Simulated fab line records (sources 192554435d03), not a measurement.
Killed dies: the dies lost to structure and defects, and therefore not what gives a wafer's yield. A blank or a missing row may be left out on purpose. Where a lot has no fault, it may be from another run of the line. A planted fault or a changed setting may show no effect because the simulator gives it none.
Problem report, 8D (eight disciplines) form, completed by code :: flow n5 finfet :: the parts of the form that need people (team, actions taken, sign-off) are left out

== 1. WHAT WENT WRONG ==
Wafers without a fault read 125.3 s, standard deviation 0.42; run length s at N5_BEOL_M1_CO_CAP_55 reads a mean of 172.7 s on 2 wafers belonging to 2 lots. That is +99 or more standard deviations from the usual mean.
The step: material Co, precursor CCTBA/H2, target thk 2 nm, time 102.1 s.
The first sign was on wafer L206.6 at day 10 04:16, on cvd co-01. The record has a number at this step for 16 wafers belonging to 6 lots. Rule for "out", or "out of limits": more than 4 standard deviations from the usual mean. Any other wafer with a number is counted as sound.

== 2. WHAT IT IS AND WHAT IT IS NOT ==
question: which readings at this step
is: run length s
is not: heater power w

question: which lots
is: L206, L207
is not: L192, L194, L201, L214

question: which wafers of those lots
is: L206.6, L207.6
is not: L206.4, L207.5

question: read on which tools
is: cvd co-01
is not: cvd co-02

question: when
is: from day 10 04:16
is not: up to then (10 sound wafers); but 4 sound wafers of L207, L214 came after

== 3. WHAT RULES OUT EACH SUSPECT ==
Counting: if a tool at a process step up to the reading ran every lot that is out, it stays a suspect. Sound lots after the first of them don't rule it out here, since some wafers of a struck lot are sound.
- pvd sputter-03 at N5_BEOL_M1_SPUTTER_92 (material Cu, target thk 4.5 nm, time 8.29 s): kept. It processed each lot that is out (first: L206, day 10 00:11); up to then, its last sound lot is L194 (day 7 02:01).
- pvd sputter-03 at N5_BEOL_M1_ANNEAL_93 (time 240 s): kept. It processed each lot that is out (first: L206, day 10 00:16); up to then, its last sound lot is L194 (day 7 02:06).
- pvd sputter-03 at N5_BEOL_M1_SPUTTER_94 (material Cu, target thk 4.5 nm, time 8.29 s): kept. It processed each lot that is out (first: L206, day 10 00:24); up to then, its last sound lot is L194 (day 7 02:14).
- pvd sputter-03 at N5_BEOL_M1_SPUTTER_96 (material Cu, target thk 4.5 nm, time 8.29 s): kept. It processed each lot that is out (first: L206, day 10 00:37); up to then, its last sound lot is L194 (day 7 02:28).
- rtp anneal-02 at N5_BEOL_M1_ANNEAL_51 (time 90 s): kept. It processed each lot that is out (first: L206, day 10 03:41); up to then, its last sound lot is L201 (day 9 04:13).
- cvd co-01 at N5_BEOL_M1_CO_CAP_55 (material Co, precursor CCTBA/H2, target thk 2 nm, time 102.1 s): kept. It processed each lot that is out (first: L206, day 10 04:16); up to then, its last sound lot is L201 (day 9 04:55). Its own readings are out on those wafers: run length s.
- Within cvd co-01 at N5_BEOL_M1_CO_CAP_55: the wafers that are out ran in chambers 1, 2; their sound lot-mates ran in chamber 0.
Left after counting: pvd sputter-03 at N5_BEOL_M1_SPUTTER_92, pvd sputter-03 at N5_BEOL_M1_ANNEAL_93, pvd sputter-03 at N5_BEOL_M1_SPUTTER_94, pvd sputter-03 at N5_BEOL_M1_SPUTTER_96, rtp anneal-02 at N5_BEOL_M1_ANNEAL_51, cvd co-01 at N5_BEOL_M1_CO_CAP_55.

== 4. THE CAUSE (what the simulator had put in) ==
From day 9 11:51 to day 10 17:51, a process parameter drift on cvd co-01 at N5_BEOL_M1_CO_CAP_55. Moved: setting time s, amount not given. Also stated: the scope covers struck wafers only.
Of the 6 suspects that counting leaves, this tool is one.

== 5. THE EFFECT CHAIN, in route order ==
Rows list readings where the struck wafers' mean (over those with a number) sits beyond 3 standard deviations from the usual. Only readings whose record carries a usual standard deviation are examined. hours: median over the lots of the time between each lot's start at the first step of this table that gives one and its start at this step. sigmas: the change, counted in usual standard deviations.
hours: 0
step: N5_BEOL_M1_CO_CAP_55
reading: run length s
usual: 125.3 s
on struck wafers: 172.7
change: +47.4
sigmas: +99 or more
The process steps in it:
- N5_BEOL_M1_CO_CAP_55: material Co, precursor CCTBA/H2, target thk 2 nm, time 102.1 s.
At these later measuring or inspecting steps, every struck wafer for which the step has a row has a number for every such reading, and none has moved that far: N5_BEOL_M4_RC_MEAS_101.

== 6. HOW IT WOULD HAVE BEEN CAUGHT EARLIER ==
In this record no reading fell out of limits until day 10 04:16, 16 hours after the fault had begun at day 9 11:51.
